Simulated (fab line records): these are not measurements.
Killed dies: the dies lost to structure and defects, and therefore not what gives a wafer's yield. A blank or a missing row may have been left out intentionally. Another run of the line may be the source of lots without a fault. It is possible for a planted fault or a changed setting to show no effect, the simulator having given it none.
Which tool was responsible? + flow n5 finfet + 24 lots, 72 wafers sampled, at 5 steps of a route of 1938

WHAT THE GAUGES READ, wafer by wafer
N5_BEOL_M10_INSPECT_58: inspects for defects (darkfield). Usual: raw defect count reads 68 (standard deviation 19).
| lot  | measured     | on                | raw defect count | flag |
|------|--------------|-------------------|------------------|------|
| L074 | day 9 18:37  | defect inspect-02 | 66 100 111       |      |
| L076 | day 10 04:47 | defect inspect-02 | 79 65 53         |      |
| L075 | day 10 10:26 | defect inspect-02 | 59 82 87         |      |
| L077 | day 10 17:07 | defect inspect-01 | 40 81 81         |      |
| L078 | day 11 01:41 | defect inspect-02 | 86 62 56         |      |
| L079 | day 11 09:26 | defect inspect-02 | 41 52 36         |      |
| L081 | day 11 14:52 | defect inspect-02 | 62 55 56         |      |
| L080 | day 11 23:35 | defect inspect-02 | 104 87 61        |      |
| L082 | day 12 04:27 | defect inspect-01 | 113 76 34        |      |
| L083 | day 12 11:52 | defect inspect-02 | 50 117 50        |      |
| L084 | day 12 15:49 | defect inspect-02 | 77 74 42         |      |
| L086 | day 13 01:48 | defect inspect-02 | 111 50 53        |      |
| L088 | day 13 09:55 | defect inspect-02 | 64 93 64         |      |
| L085 | day 13 09:44 | defect inspect-02 | 106 89 68        |      |
| L087 | day 13 11:27 | defect inspect-01 | 50 34 54         |      |
| L089 | day 13 18:34 | defect inspect-02 | 72 75 80         |      |
| L091 | day 14 13:42 | defect inspect-01 | 42 43 71         |      |
| L093 | day 14 23:25 | defect inspect-02 | 95 94 72         |      |
| L090 | day 14 23:48 | defect inspect-01 | 49 77 82         |      |
| L092 | day 15 05:47 | defect inspect-01 | 80 78 63         |      |
| L094 | day 15 19:57 | defect inspect-02 | 34 50 59         |      |
| L096 | day 15 23:07 | defect inspect-02 | 73 63 77         |      |
| L095 | day 15 23:41 | defect inspect-01 | 62 95 65         |      |
| L097 | day 16 09:01 | defect inspect-01 | 76 69 52         |      |

TOOL THAT RAN EACH LOT (tool first, then ch and the chambers of the sampled wafers, then the start)
| lot  | N5_BEOL_M9_ETCH_41                            | N5_BEOL_M9_STRIP_80                           | N5_BEOL_M9_SURFACE_TREAT_79  | N5_BEOL_M9_SPUTTER_48        |
|------|-----------------------------------------------|-----------------------------------------------|------------------------------|------------------------------|
| L074 | rie diel-01 ch 0,1,2, day 9 08:54 or earlier  | rie diel-01 ch 0,1,2, day 9 08:54 or earlier  | pvd sputter-02, day 9 08:54  | pvd sputter-02, day 9 09:23  |
| L076 | rie diel-01 ch 0,1, day 9 19:52 or earlier    | rie diel-01 ch 0,1, day 9 19:52 or earlier    | pvd sputter-01, day 9 19:52  | pvd sputter-01, day 9 20:10  |
| L075 | rie diel-01 ch 0,1,2, day 9 23:59 or earlier  | rie diel-01 ch 0,1,2, day 9 23:59 or earlier  | pvd sputter-02, day 9 23:59  | pvd sputter-03, day 10 00:13 |
| L077 | rie diel-03 ch 0,1,2, day 10 08:23 or earlier | rie diel-03 ch 0,1,2, day 10 08:23 or earlier | pvd sputter-02, day 10 08:23 | pvd sputter-03, day 10 08:41 |
| L078 | rie diel-03 ch 0,1,3, day 10 16:22 or earlier | rie diel-03 ch 0,1,3, day 10 16:22 or earlier | pvd sputter-01, day 10 16:22 | pvd sputter-02, day 10 16:37 |
| L079 | rie diel-06 ch 0,2,3, day 10 23:12 or earlier | rie diel-06 ch 0,2,3, day 10 23:12 or earlier | pvd sputter-02, day 10 23:12 | pvd sputter-02, day 10 23:24 |
| L081 | rie diel-01 ch 0,2, day 11 00:58 or earlier   | rie diel-01 ch 0,2, day 11 00:58 or earlier   | pvd sputter-03, day 11 00:58 | pvd sputter-03, day 11 01:10 |
| L080 | rie diel-03 ch 0,1,3, day 11 10:57 or earlier | rie diel-03 ch 0,1,3, day 11 10:57 or earlier | pvd sputter-02, day 11 10:57 | pvd sputter-02, day 11 11:47 |
| L082 | rie diel-03 ch 0,1,3, day 11 19:49 or earlier | rie diel-03 ch 0,1,3, day 11 19:49 or earlier | pvd sputter-03, day 11 19:49 | pvd sputter-03, day 11 20:20 |
| L083 | rie diel-06 ch 1,2,3, day 12 03:01 or earlier | rie diel-06 ch 1,2,3, day 12 03:01 or earlier | pvd sputter-02, day 12 03:01 | pvd sputter-03, day 12 03:13 |
| L084 | rie diel-03 ch 0,2, day 12 06:16 or earlier   | rie diel-03 ch 0,2, day 12 06:16 or earlier   | pvd sputter-03, day 12 06:16 | pvd sputter-03, day 12 06:44 |
| L086 | rie diel-01 ch 1,3, day 12 15:25 or earlier   | rie diel-01 ch 1,3, day 12 15:25 or earlier   | pvd sputter-03, day 12 15:25 | pvd sputter-03, day 12 15:50 |
| L088 | rie diel-01 ch 1,2,3, day 12 22:28 or earlier | rie diel-01 ch 1,2,3, day 12 22:28 or earlier | pvd sputter-03, day 12 22:28 | pvd sputter-03, day 12 22:42 |
| L085 | rie diel-01 ch 1,2,3, day 12 23:05 or earlier | rie diel-01 ch 1,2,3, day 12 23:05 or earlier | pvd sputter-01, day 12 23:05 | pvd sputter-02, day 12 23:24 |
| L087 | rie diel-03 ch 0,1,2, day 13 01:41 or earlier | rie diel-03 ch 0,1,2, day 13 01:41 or earlier | pvd sputter-03, day 13 01:41 | pvd sputter-03, day 13 01:59 |
| L089 | rie diel-06 ch 0,1,2, day 13 08:50 or earlier | rie diel-06 ch 0,1,2, day 13 08:50 or earlier | pvd sputter-01, day 13 08:50 | pvd sputter-03, day 13 09:05 |
| L091 | rie diel-03 ch 1,2,3, day 14 02:07 or earlier | rie diel-03 ch 1,2,3, day 14 02:07 or earlier | pvd sputter-01, day 14 02:07 | pvd sputter-02, day 14 02:28 |
| L093 | rie diel-01 ch 1,3, day 14 14:37 or earlier   | rie diel-01 ch 1,3, day 14 14:37 or earlier   | pvd sputter-03, day 14 14:37 | pvd sputter-02, day 14 14:47 |
| L090 | rie diel-06 ch 0,1,2, day 14 15:00 or earlier | rie diel-06 ch 0,1,2, day 14 15:00 or earlier | pvd sputter-01, day 14 15:00 | pvd sputter-01, day 14 15:12 |
| L092 | rie diel-01 ch 0,2, day 14 21:57 or earlier   | rie diel-01 ch 0,2, day 14 21:57 or earlier   | pvd sputter-01, day 14 21:57 | pvd sputter-03, day 14 22:10 |
| L094 | rie diel-01 ch 0,2,3, day 15 12:01 or earlier | rie diel-01 ch 0,2,3, day 15 12:01 or earlier | pvd sputter-02, day 15 12:01 | pvd sputter-02, day 15 12:15 |
| L096 | rie diel-06 ch 2,3, day 15 13:10 or earlier   | rie diel-06 ch 2,3, day 15 13:10 or earlier   | pvd sputter-02, day 15 13:10 | pvd sputter-01, day 15 13:29 |
| L095 | rie diel-06 ch 0,1,2, day 15 14:04 or earlier | rie diel-06 ch 0,1,2, day 15 14:04 or earlier | pvd sputter-01, day 15 14:04 | pvd sputter-01, day 15 14:17 |
| L097 | rie diel-06 ch 0,3, day 15 22:22 or earlier   | rie diel-06 ch 0,3, day 15 22:22 or earlier   | pvd sputter-02, day 15 22:22 | pvd sputter-02, day 15 22:32 |
- N5_BEOL_M9_ETCH_41: etches SiCN in CH3F/O2, target depth 36.6 nm, time 70.1 s.
- N5_BEOL_M9_STRIP_80: strips in N2/H2, time 10 s.
- N5_BEOL_M9_SURFACE_TREAT_79
- N5_BEOL_M9_SPUTTER_48: material Cu, target thk 12 nm, time 2 s.

WHAT THE TOOLS THEMSELVES READ (means of the sampled wafers that have a number; where no wafer has one, the mark that the record gives instead)
N5_BEOL_M9_ETCH_41. Usual: drypump motor current A 5.8 A, standard deviation 0.44; oes product au 0.77 a.u., standard deviation 0.089; rf vpp V 297.1 V, standard deviation 1.8; showerhead plenum p Torr 1.99 Torr, standard deviation 0.078; throttle valve pct 16.44 %, standard deviation 0.22.
| lot  | tool        | drypump motor current A (A) | oes product au (a.u.) | rf vpp V (V) | showerhead plenum p Torr (Torr) | throttle valve pct (%) | flag |
|------|-------------|-----------------------------|-----------------------|--------------|---------------------------------|------------------------|------|
| L074 | rie diel-01 | 5.5                         | 0.80                  | 298.1        | 2.04                            | 16.48                  |      |
| L076 | rie diel-01 | 5.5                         | 0.77                  | 297.4        | 2.01                            | 16.55                  |      |
| L075 | rie diel-01 | 5.5                         | 0.78                  | 298.6        | 2.04                            | 16.50                  |      |
| L077 | rie diel-03 | 6.2                         | 0.70                  | 297.3        | 2.01                            | 16.63                  |      |
| L078 | rie diel-03 | 6.1                         | 0.73                  | 296.7        | 1.98                            | 16.51                  |      |
| L079 | rie diel-06 | 6.0                         | 0.83                  | 294.8        | 1.91                            | 16.25                  |      |
| L081 | rie diel-01 | 5.4                         | 0.69                  | 297.9        | 2.04                            | 16.56                  |      |
| L080 | rie diel-03 | 6.2                         | 0.72                  | 296.8        | 1.97                            | 16.52                  |      |
| L082 | rie diel-03 | 6.1                         | 0.72                  | 296.8        | 1.97                            | 16.53                  |      |
| L083 | rie diel-06 | 6.0                         | 0.85                  | 297.2        | 1.98                            | 16.30                  |      |
| L084 | rie diel-03 | 6.0                         | 0.69                  | 297.8        | 2.06                            | 16.60                  |      |
| L086 | rie diel-01 | 5.5                         | 0.85                  | 298.5        | 2.03                            | 16.46                  |      |
| L088 | rie diel-01 | 5.4                         | 0.78                  | 298.9        | 2.03                            | 16.53                  |      |
| L085 | rie diel-01 | 5.4                         | 0.78                  | 297.9        | 2.04                            | 16.52                  |      |
| L087 | rie diel-03 | 6.2                         | 0.68                  | 297.3        | 2.01                            | 16.67                  |      |
| L089 | rie diel-06 | 6.2                         | 0.83                  | 297.1        | 2.00                            | 16.32                  |      |
| L091 | rie diel-03 | 6.3                         | 0.69                  | 296.9        | 1.96                            | 16.50                  |      |
| L093 | rie diel-01 | 5.5                         | 0.82                  | 297.0        | 2.02                            | 16.48                  |      |
| L090 | rie diel-06 | 6.2                         | 0.82                  | 297.4        | 1.99                            | 16.33                  |      |
| L092 | rie diel-01 | 5.5                         | 0.85                  | 297.2        | 2.01                            | 16.35                  |      |
| L094 | rie diel-01 | 5.4                         | 0.78                  | 297.6        | 2.01                            | 16.52                  |      |
| L096 | rie diel-06 | 5.8                         | 0.79                  | 294.7        | 1.88                            | 16.29                  |      |
| L095 | rie diel-06 | 6.2                         | 0.81                  | 296.2        | 1.99                            | 16.37                  |      |
| L097 | rie diel-06 | 6.1                         | 0.73                  | 294.1        | 1.86                            | 16.18                  |      |

N5_BEOL_M9_STRIP_80. Usual: drypump motor current A 5.8 A, standard deviation 0.44; oes product au 0.77 a.u., standard deviation 0.089; rf vpp V 59.1 V, standard deviation 0.9; showerhead plenum p Torr 2.52 Torr, standard deviation 0.1; throttle valve pct 23.8 %, standard deviation 0.36.
| lot  | tool        | drypump motor current A (A) | oes product au (a.u.) | rf vpp V (V) | showerhead plenum p Torr (Torr) | throttle valve pct (%) | flag |
|------|-------------|-----------------------------|-----------------------|--------------|---------------------------------|------------------------|------|
| L074 | rie diel-01 | 5.5                         | 0.80                  | 59.9         | 2.58                            | 23.7                   |      |
| L076 | rie diel-01 | 5.5                         | 0.77                  | 59.8         | 2.54                            | 23.8                   |      |
| L075 | rie diel-01 | 5.5                         | 0.79                  | 58.9         | 2.57                            | 23.7                   |      |
| L077 | rie diel-03 | 6.3                         | 0.70                  | 58.9         | 2.55                            | 23.8                   |      |
| L078 | rie diel-03 | 6.1                         | 0.73                  | 59.2         | 2.50                            | 23.8                   |      |
| L079 | rie diel-06 | 6.0                         | 0.83                  | 57.6         | 2.41                            | 23.5                   |      |
| L081 | rie diel-01 | 5.4                         | 0.70                  | 58.5         | 2.59                            | 23.9                   |      |
| L080 | rie diel-03 | 6.2                         | 0.73                  | 59.1         | 2.50                            | 23.8                   |      |
| L082 | rie diel-03 | 6.1                         | 0.73                  | 58.7         | 2.50                            | 23.8                   |      |
| L083 | rie diel-06 | 6.0                         | 0.85                  | 59.2         | 2.50                            | 23.7                   |      |
| L084 | rie diel-03 | 6.1                         | 0.69                  | 58.7         | 2.62                            | 23.7                   |      |
| L086 | rie diel-01 | 5.5                         | 0.84                  | 59.0         | 2.57                            | 23.8                   |      |
| L088 | rie diel-01 | 5.4                         | 0.78                  | 59.9         | 2.58                            | 23.9                   |      |
| L085 | rie diel-01 | 5.4                         | 0.78                  | 59.1         | 2.58                            | 23.9                   |      |
| L087 | rie diel-03 | 6.2                         | 0.68                  | 59.0         | 2.54                            | 23.9                   |      |
| L089 | rie diel-06 | 6.2                         | 0.84                  | 59.2         | 2.52                            | 23.6                   |      |
| L091 | rie diel-03 | 6.3                         | 0.69                  | 58.6         | 2.48                            | 23.6                   |      |
| L093 | rie diel-01 | 5.5                         | 0.83                  | 59.2         | 2.56                            | 23.9                   |      |
| L090 | rie diel-06 | 6.2                         | 0.83                  | 58.9         | 2.52                            | 23.6                   |      |
| L092 | rie diel-01 | 5.5                         | 0.86                  | 59.1         | 2.55                            | 23.8                   |      |
| L094 | rie diel-01 | 5.5                         | 0.79                  | 58.8         | 2.56                            | 24.1                   |      |
| L096 | rie diel-06 | 5.8                         | 0.79                  | 58.8         | 2.37                            | 23.7                   |      |
| L095 | rie diel-06 | 6.2                         | 0.80                  | 59.3         | 2.52                            | 23.6                   |      |
| L097 | rie diel-06 | 6.1                         | 0.72                  | 58.3         | 2.36                            | 23.5                   |      |

N5_BEOL_M9_SPUTTER_48. Usual: throttle valve pct reads 30.5 % (standard deviation 1.2).
| lot  | tool           | throttle valve pct (%) | flag |
|------|----------------|------------------------|------|
| L074 | pvd sputter-02 | 30.0                   |      |
| L076 | pvd sputter-01 | 28.9                   |      |
| L075 | pvd sputter-03 | 31.3                   |      |
| L077 | pvd sputter-03 | 31.4                   |      |
| L078 | pvd sputter-02 | 30.1                   |      |
| L079 | pvd sputter-02 | 30.1                   |      |
| L081 | pvd sputter-03 | 31.4                   |      |
| L080 | pvd sputter-02 | 30.0                   |      |
| L082 | pvd sputter-03 | 31.4                   |      |
| L083 | pvd sputter-03 | 31.4                   |      |
| L084 | pvd sputter-03 | 31.4                   |      |
| L086 | pvd sputter-03 | 31.4                   |      |
| L088 | pvd sputter-03 | 31.4                   |      |
| L085 | pvd sputter-02 | 30.0                   |      |
| L087 | pvd sputter-03 | 31.4                   |      |
| L089 | pvd sputter-03 | 31.3                   |      |
| L091 | pvd sputter-02 | 30.8                   |      |
| L093 | pvd sputter-02 | 30.4                   |      |
| L090 | pvd sputter-01 | 28.3                   |      |
| L092 | pvd sputter-03 | 31.3                   |      |
| L094 | pvd sputter-02 | 30.0                   |      |
| L096 | pvd sputter-01 | 29.6                   |      |
| L095 | pvd sputter-01 | 28.4                   |      |
| L097 | pvd sputter-02 | 30.1                   |      |

THE ANSWER, worked out from the rows above alone
Rule: lot off if the mean of its wafers having a number is beyond 3 standard deviations from the usual mean. A lot without any number at a reading at which 4 lots or more have one is off too. Any other lot the step has rows for is counted as sound. The gauges are gone through in route order, then the tools' own readings, and for those a lot's mean is taken as printed above. At the first step where some lot is off, the reading lying furthest off is the one used; lots without a number count as furthest.
Across all readings shown, no lot is off: no conclusion can be drawn from this.

WHAT THE SIMULATOR HAD PUT IN
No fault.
